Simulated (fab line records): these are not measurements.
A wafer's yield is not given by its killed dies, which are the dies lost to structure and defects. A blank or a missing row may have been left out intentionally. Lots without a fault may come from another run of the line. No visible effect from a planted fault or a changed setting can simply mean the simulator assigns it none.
Which tool did it? :: flow n5_finfet :: 9 lots, 27 wafers sampled, at 5 steps of a route of 1938

== WHAT EACH GAUGE READ, for each wafer ==
N5_DUMMY_GATE_CD_MEAS_15: target cd 25.8 nm. Usual: cd_nm 24.97 nm, standard deviation 0.22.
lot: L406
measured: day 3 11:08
on: cd_sem-03
cd_nm (nm): 24.92 24.90 25.05
flag: 

lot: L408
measured: day 4 00:41
on: cd_sem-03
cd_nm (nm): 24.85 24.74 24.73
flag: 

lot: L409
measured: day 4 03:05
on: cd_sem-03
cd_nm (nm): 25.05 25.43 24.97
flag: 

lot: L411
measured: day 4 17:02
on: cd_sem-03
cd_nm (nm): 24.82 24.94 25.17
flag: 

lot: L414
measured: day 5 13:29
on: cd_sem-03
cd_nm (nm): 24.79 25.30 24.94
flag: 

lot: L420
measured: day 6 21:26
on: cd_sem-02
cd_nm (nm): 25.26 25.13 25.13
flag: 

lot: L422
measured: day 7 10:25
on: cd_sem-03
cd_nm (nm): 24.74 24.84 24.93
flag: 

lot: L424
measured: day 7 22:36
on: cd_sem-03
cd_nm (nm): 25.04 25.17 25.21
flag: 

lot: L427
measured: day 8 23:13
on: cd_sem-03
cd_nm (nm): 24.82 25.14 25.35
flag: 

N5_BEOL_M4_RC_MEAS_101. Usual: DIBL_N 35.7 mV/V, standard deviation 1.3; DIBL_P 35.4 mV/V, standard deviation 1.8; IOFF_N 0.152 nA/um, standard deviation 0.027; IOFF_P 0.20 nA/um, standard deviation 0.034; ION_N 672 uA/um, standard deviation 9.8; ION_P 461 uA/um, standard deviation 7.5; SS_N 71.4 mV/dec, standard deviation 0.55; SS_P 73.1 mV/dec, standard deviation 0.61; VT_N 251 mV, standard deviation 3.3; VT_P -251 mV, standard deviation 3.6.
lot: L406
measured: day 8 11:07
on: prober-01
DIBL_N (mV/V): 38.6 34.7 34.8
DIBL_P (mV/V): 38.5 32.9 34.2
IOFF_N (nA/um): 0.217 0.139 0.144
IOFF_P (nA/um): 0.30 0.21 0.22
ION_N (uA/um): 674 671 673
ION_P (uA/um): 468 463 460
SS_N (mV/dec): 72.4 71.0 71.6
SS_P (mV/dec): 74.4 72.9 73.5
VT_N (mV): 248 251 251
VT_P (mV): -244 -249 -248
flag: 

lot: L408
measured: day 8 23:14
on: prober-01
DIBL_N (mV/V): 35.8 36.4 36.6
DIBL_P (mV/V): 36.2 37.6 37.3
IOFF_N (nA/um): 0.162 0.186 0.188
IOFF_P (nA/um): 0.18 0.19 0.19
ION_N (uA/um): 676 688 673
ION_P (uA/um): 452 469 453
SS_N (mV/dec): 71.3 71.3 72.3
SS_P (mV/dec): 73.1 73.7 73.8
VT_N (mV): 253 246 251
VT_P (mV): -258 -252 -253
flag: 

lot: L409
measured: day 9 02:27
on: prober-02
DIBL_N (mV/V): 35.6 38.0 37.0
DIBL_P (mV/V): 36.1 39.5 37.8
IOFF_N (nA/um): 0.174 0.237 0.203
IOFF_P (nA/um): 0.24 0.32 0.27
ION_N (uA/um): 679 694 691
ION_P (uA/um): 472 484 481
SS_N (mV/dec): 71.7 72.4 71.8
SS_P (mV/dec): 73.4 73.6 73.5
VT_N (mV): 247 243 243
VT_P (mV): -243 -242 -243
flag: 

lot: L411
measured: day 9 17:50
on: prober-02
DIBL_N (mV/V): 36.1 35.9 35.6
DIBL_P (mV/V): 37.0 36.5 35.6
IOFF_N (nA/um): 0.163 0.157 0.153
IOFF_P (nA/um): 0.21 0.20 0.20
ION_N (uA/um): 676 682 674
ION_P (uA/um): 465 459 462
SS_N (mV/dec): 72.1 71.7 71.3
SS_P (mV/dec): 73.3 72.6 73.1
VT_N (mV): 247 248 248
VT_P (mV): -251 -250 -250
flag: 

lot: L414
measured: day 10 11:20
on: prober-02
DIBL_N (mV/V): 37.8 35.7 34.8
DIBL_P (mV/V): 38.5 35.6 34.8
IOFF_N (nA/um): 0.187 0.148 0.139
IOFF_P (nA/um): 0.26 0.22 0.21
ION_N (uA/um): 680 662 677
ION_P (uA/um): 466 463 465
SS_N (mV/dec): 72.5 71.3 70.7
SS_P (mV/dec): 74.5 73.1 73.3
VT_N (mV): 250 250 250
VT_P (mV): -245 -248 -248
flag: 

lot: L420
measured: day 11 21:49
on: prober-01
DIBL_N (mV/V): 35.0 34.2 34.6
DIBL_P (mV/V): 34.7 32.8 33.7
IOFF_N (nA/um): 0.129 0.116 0.115
IOFF_P (nA/um): 0.19 0.16 0.17
ION_N (uA/um): 657 658 653
ION_P (uA/um): 458 456 453
SS_N (mV/dec): 71.1 71.4 70.1
SS_P (mV/dec): 73.4 72.4 72.1
VT_N (mV): 253 257 256
VT_P (mV): -250 -252 -250
flag: 

lot: L422
measured: day 12 16:40
on: prober-02
DIBL_N (mV/V): 39.0 38.2 37.7
DIBL_P (mV/V): 38.9 37.8 37.7
IOFF_N (nA/um): 0.201 0.196 0.175
IOFF_P (nA/um): 0.28 0.27 0.26
ION_N (uA/um): 685 691 677
ION_P (uA/um): 474 479 472
SS_N (mV/dec): 71.8 72.4 71.4
SS_P (mV/dec): 74.3 74.4 74.6
VT_N (mV): 246 248 248
VT_P (mV): -246 -244 -244
flag: 

lot: L424
measured: day 12 17:35
on: prober-02
DIBL_N (mV/V): 33.4 33.5 36.0
DIBL_P (mV/V): 34.1 33.9 36.6
IOFF_N (nA/um): 0.116 0.108 0.151
IOFF_P (nA/um): 0.15 0.15 0.18
ION_N (uA/um): 656 649 663
ION_P (uA/um): 451 445 452
SS_N (mV/dec): 71.0 70.8 71.3
SS_P (mV/dec): 72.4 72.5 73.1
VT_N (mV): 256 258 251
VT_P (mV): -258 -256 -257
flag: 

lot: L427
measured: day 14 06:29
on: prober-02
DIBL_N (mV/V): 34.8 33.8 35.4
DIBL_P (mV/V): 33.5 32.4 34.7
IOFF_N (nA/um): 0.121 0.104 0.132
IOFF_P (nA/um): 0.19 0.17 0.20
ION_N (uA/um): 674 653 668
ION_P (uA/um): 459 457 467
SS_N (mV/dec): 70.5 70.8 71.3
SS_P (mV/dec): 73.0 72.3 73.0
VT_N (mV): 254 259 252
VT_P (mV): -252 -253 -249
flag: 

== WHAT TOOL EACH LOT RAN ON (gives the tool, then ch and the chambers of the sampled wafers, and finally the start) ==
lot: L406
N5_DUMMY_GATE_ETCH_32: rie_si-02 ch 0,1,3, day 3 12:01
N5_DUMMY_GATE_ETCH_42: rie_diel-03 ch 0,2,3, day 3 12:16
N5_DUMMY_GATE_STRIP_48: rie_diel-03 ch 0,2,3, day 3 12:19

lot: L408
N5_DUMMY_GATE_ETCH_32: rie_si-03 ch 0,1,2, day 4 02:02
N5_DUMMY_GATE_ETCH_42: rie_diel-02 ch 0,1,3, day 4 02:17
N5_DUMMY_GATE_STRIP_48: rie_diel-02 ch 0,1,3, day 4 02:19

lot: L409
N5_DUMMY_GATE_ETCH_32: rie_si-02 ch 1,3, day 4 04:07
N5_DUMMY_GATE_ETCH_42: rie_diel-02 ch 0,2, day 4 04:22
N5_DUMMY_GATE_STRIP_48: rie_diel-02 ch 0,2, day 4 04:24

lot: L411
N5_DUMMY_GATE_ETCH_32: rie_si-02 ch 0,1,3, day 4 18:12
N5_DUMMY_GATE_ETCH_42: rie_diel-03 ch 0,1,3, day 4 18:26
N5_DUMMY_GATE_STRIP_48: rie_diel-03 ch 0,1,3, day 4 18:29

lot: L414
N5_DUMMY_GATE_ETCH_32: rie_si-03 ch 0,2,3, day 5 14:25
N5_DUMMY_GATE_ETCH_42: rie_diel-03 ch 0,2,3, day 5 14:40
N5_DUMMY_GATE_STRIP_48: rie_diel-03 ch 0,2,3, day 5 14:43

lot: L420
N5_DUMMY_GATE_ETCH_32: rie_si-02 ch 0,2,3, day 6 22:35
N5_DUMMY_GATE_ETCH_42: rie_diel-04 ch 1,2,3, day 6 22:50
N5_DUMMY_GATE_STRIP_48: rie_diel-04 ch 1,2,3, day 6 22:53

lot: L422
N5_DUMMY_GATE_ETCH_32: rie_si-04 ch 1,3, day 7 11:28
N5_DUMMY_GATE_ETCH_42: rie_diel-02 ch 0,3, day 7 11:43
N5_DUMMY_GATE_STRIP_48: rie_diel-02 ch 0,3, day 7 11:46

lot: L424
N5_DUMMY_GATE_ETCH_32: rie_si-03 ch 2,3, day 7 23:26
N5_DUMMY_GATE_ETCH_42: rie_diel-02 ch 0,3, day 7 23:41
N5_DUMMY_GATE_STRIP_48: rie_diel-02 ch 0,3, day 7 23:43

lot: L427
N5_DUMMY_GATE_ETCH_32: rie_si-02 ch 2,3, day 9 00:34
N5_DUMMY_GATE_ETCH_42: rie_diel-03 ch 2,3, day 9 00:53
N5_DUMMY_GATE_STRIP_48: rie_diel-03 ch 2,3, day 9 00:56
- N5_DUMMY_GATE_ETCH_32: etches SiO2 in CF4, target depth 3.5 nm, time 3.9 s.
- N5_DUMMY_GATE_ETCH_42: etches SiO2 in CHF3/O2, target depth 3.5 nm, time 31 s.
- N5_DUMMY_GATE_STRIP_48: strips in N2/H2, time 20 s.

== WHAT THE TOOLS THEMSELVES READ (means of the sampled wafers that have a number; where no wafer has one, the mark that the record gives instead) ==
N5_DUMMY_GATE_ETCH_32. Usual: drypump_motor_current_A 5.6 A, standard deviation 0.42; oes_product_au 0.990 a.u., standard deviation 0.017; throttle_valve_pct 21.71 %, standard deviation 0.25.
lot: L406
tool: rie_si-02
drypump_motor_current_A (A): 5.3
oes_product_au (a.u.): 0.993
throttle_valve_pct (%): 21.83
flag: 

lot: L408
tool: rie_si-03
drypump_motor_current_A (A): 5.5
oes_product_au (a.u.): 0.996
throttle_valve_pct (%): 21.63
flag: 

lot: L409
tool: rie_si-02
drypump_motor_current_A (A): 5.4
oes_product_au (a.u.): 0.972
throttle_valve_pct (%): 21.98
flag: 

lot: L411
tool: rie_si-02
drypump_motor_current_A (A): 5.3
oes_product_au (a.u.): 0.976
throttle_valve_pct (%): 21.82
flag: 

lot: L414
tool: rie_si-03
drypump_motor_current_A (A): 5.4
oes_product_au (a.u.): 1.001
throttle_valve_pct (%): 21.69
flag: 

lot: L420
tool: rie_si-02
drypump_motor_current_A (A): 5.7
oes_product_au (a.u.): 1.003
throttle_valve_pct (%): 21.69
flag: 

lot: L422
tool: rie_si-04
drypump_motor_current_A (A): 6.0
oes_product_au (a.u.): 1.002
throttle_valve_pct (%): 21.69
flag: 

lot: L424
tool: rie_si-03
drypump_motor_current_A (A): 5.5
oes_product_au (a.u.): 0.998
throttle_valve_pct (%): 21.93
flag: 

lot: L427
tool: rie_si-02
drypump_motor_current_A (A): 6.1
oes_product_au (a.u.): 0.987
throttle_valve_pct (%): 21.71
flag: 

N5_DUMMY_GATE_ETCH_42. Usual: drypump_motor_current_A 5.8 A, standard deviation 0.43; oes_f_703_au 0.75 a.u., standard deviation 0.052; oes_product_au 0.75 a.u., standard deviation 0.053; rf_vpp_V 42.3 V, standard deviation 0.9; showerhead_plenum_p_Torr 2.37 Torr, standard deviation 0.075; throttle_valve_pct 18.76 %, standard deviation 0.22.
lot: L406
tool: rie_diel-03
drypump_motor_current_A (A): 6.2
oes_f_703_au (a.u.): 0.79
oes_product_au (a.u.): 0.79
rf_vpp_V (V): 41.2
showerhead_plenum_p_Torr (Torr): 2.33
throttle_valve_pct (%): 18.77
flag: 

lot: L408
tool: rie_diel-02
drypump_motor_current_A (A): 5.9
oes_f_703_au (a.u.): 0.75
oes_product_au (a.u.): 0.76
rf_vpp_V (V): 41.9
showerhead_plenum_p_Torr (Torr): 2.38
throttle_valve_pct (%): 18.61
flag: 

lot: L409
tool: rie_diel-02
drypump_motor_current_A (A): 5.3
oes_f_703_au (a.u.): 0.72
oes_product_au (a.u.): 0.71
rf_vpp_V (V): 41.9
showerhead_plenum_p_Torr (Torr): 2.39
throttle_valve_pct (%): 18.75
flag: 

lot: L411
tool: rie_diel-03
drypump_motor_current_A (A): 5.7
oes_f_703_au (a.u.): 0.76
oes_product_au (a.u.): 0.86
rf_vpp_V (V): 42.4
showerhead_plenum_p_Torr (Torr): 2.38
throttle_valve_pct (%): 18.84
flag: 

lot: L414
tool: rie_diel-03
drypump_motor_current_A (A): 6.2
oes_f_703_au (a.u.): 0.78
oes_product_au (a.u.): 0.87
rf_vpp_V (V): 41.9
showerhead_plenum_p_Torr (Torr): 2.32
throttle_valve_pct (%): 18.79
flag: 

lot: L420
tool: rie_diel-04
drypump_motor_current_A (A): 5.9
oes_f_703_au (a.u.): 0.73
oes_product_au (a.u.): 0.72
rf_vpp_V (V): 43.5
showerhead_plenum_p_Torr (Torr): 2.43
throttle_valve_pct (%): 18.89
flag: 

lot: L422
tool: rie_diel-02
drypump_motor_current_A (A): 6.1
oes_f_703_au (a.u.): 0.70
oes_product_au (a.u.): 0.70
rf_vpp_V (V): 42.4
showerhead_plenum_p_Torr (Torr): 2.45
throttle_valve_pct (%): 18.76
flag: 

lot: L424
tool: rie_diel-02
drypump_motor_current_A (A): 5.9
oes_f_703_au (a.u.): 0.72
oes_product_au (a.u.): 0.72
rf_vpp_V (V): 41.7
showerhead_plenum_p_Torr (Torr): 2.43
throttle_valve_pct (%): 18.90
flag: 

lot: L427
tool: rie_diel-03
drypump_motor_current_A (A): 6.2
oes_f_703_au (a.u.): 0.78
oes_product_au (a.u.): 0.78
rf_vpp_V (V): 42.7
showerhead_plenum_p_Torr (Torr): 2.32
throttle_valve_pct (%): 18.78
flag: 

N5_DUMMY_GATE_STRIP_48. Usual: bias_power_w 2.999 W, standard deviation 0.0099; drypump_motor_current_A 5.8 A, standard deviation 0.43; h2_flow_sccm 300.1 sccm, standard deviation 0.88; n2_flow_sccm 300.2 sccm, standard deviation 0.82; oes_product_au 0.75 a.u., standard deviation 0.054; rf_vpp_V 45.3 V, standard deviation 0.92; showerhead_plenum_p_Torr 3.32 Torr, standard deviation 0.11; throttle_valve_pct 12.23 %, standard deviation 0.2.
lot: L406
tool: rie_diel-03
bias_power_w (W): 3.002
drypump_motor_current_A (A): 6.2
h2_flow_sccm (sccm): 299.8
n2_flow_sccm (sccm): 300.7
oes_product_au (a.u.): 0.80
rf_vpp_V (V): 45.4
showerhead_plenum_p_Torr (Torr): 3.26
throttle_valve_pct (%): 12.17
flag: 

lot: L408
tool: rie_diel-02
bias_power_w (W): 2.997
drypump_motor_current_A (A): 5.9
h2_flow_sccm (sccm): 300.7
n2_flow_sccm (sccm): 299.4
oes_product_au (a.u.): 0.75
rf_vpp_V (V): 45.4
showerhead_plenum_p_Torr (Torr): 3.34
throttle_valve_pct (%): 12.13
flag: 

lot: L409
tool: rie_diel-02
bias_power_w (W): 3.004
drypump_motor_current_A (A): 5.4
h2_flow_sccm (sccm): 300.2
n2_flow_sccm (sccm): 299.8
oes_product_au (a.u.): 0.71
rf_vpp_V (V): 44.8
showerhead_plenum_p_Torr (Torr): 3.35
throttle_valve_pct (%): 12.23
flag: 

lot: L411
tool: rie_diel-03
bias_power_w (W): 2.995
drypump_motor_current_A (A): 5.7
h2_flow_sccm (sccm): 300.5
n2_flow_sccm (sccm): 300.2
oes_product_au (a.u.): 0.77
rf_vpp_V (V): 46.6
showerhead_plenum_p_Torr (Torr): 3.33
throttle_valve_pct (%): 12.22
flag: 

lot: L414
tool: rie_diel-03
bias_power_w (W): 3.005
drypump_motor_current_A (A): 6.2
h2_flow_sccm (sccm): 298.9
n2_flow_sccm (sccm): 300.2
oes_product_au (a.u.): 0.78
rf_vpp_V (V): 45.1
showerhead_plenum_p_Torr (Torr): 3.26
throttle_valve_pct (%): 12.22
flag: 

lot: L420
tool: rie_diel-04
bias_power_w (W): 3.008
drypump_motor_current_A (A): 5.9
h2_flow_sccm (sccm): 300.0
n2_flow_sccm (sccm): 300.4
oes_product_au (a.u.): 0.73
rf_vpp_V (V): 46.0
showerhead_plenum_p_Torr (Torr): 3.40
throttle_valve_pct (%): 12.38
flag: 

lot: L422
tool: rie_diel-02
bias_power_w (W): 3.000
drypump_motor_current_A (A): 6.1
h2_flow_sccm (sccm): 299.5
n2_flow_sccm (sccm): 299.9
oes_product_au (a.u.): 0.71
rf_vpp_V (V): 44.9
showerhead_plenum_p_Torr (Torr): 3.44
throttle_valve_pct (%): 12.34
flag: 

lot: L424
tool: rie_diel-02
bias_power_w (W): 2.995
drypump_motor_current_A (A): 5.9
h2_flow_sccm (sccm): 299.4
n2_flow_sccm (sccm): 300.5
oes_product_au (a.u.): 0.73
rf_vpp_V (V): 45.4
showerhead_plenum_p_Torr (Torr): 3.41
throttle_valve_pct (%): 12.39
flag: 

lot: L427
tool: rie_diel-03
bias_power_w (W): 2.998
drypump_motor_current_A (A): 6.2
h2_flow_sccm (sccm): 300.6
n2_flow_sccm (sccm): 299.3
oes_product_au (a.u.): 0.77
rf_vpp_V (V): 44.9
showerhead_plenum_p_Torr (Torr): 3.25
throttle_valve_pct (%): 12.23
flag: 

== THE ANSWER, worked out from the rows above alone ==
Rule: a lot is off if the mean of its wafers that have a number lies more than 3 standard deviations from the usual mean. Also off: a lot with no number at a reading for which 4 or more lots have one. Any other lot the step has rows for is counted as sound. The gauges are gone through in route order, then the tools' own readings, and for those a lot's mean is taken as printed above. At the first step where some lot is off, the reading lying furthest off is the one used; lots without a number count as furthest.
Nothing can be told from this: no lot is off at any reading shown.

== WHAT THE SIMULATOR PUT IN ==
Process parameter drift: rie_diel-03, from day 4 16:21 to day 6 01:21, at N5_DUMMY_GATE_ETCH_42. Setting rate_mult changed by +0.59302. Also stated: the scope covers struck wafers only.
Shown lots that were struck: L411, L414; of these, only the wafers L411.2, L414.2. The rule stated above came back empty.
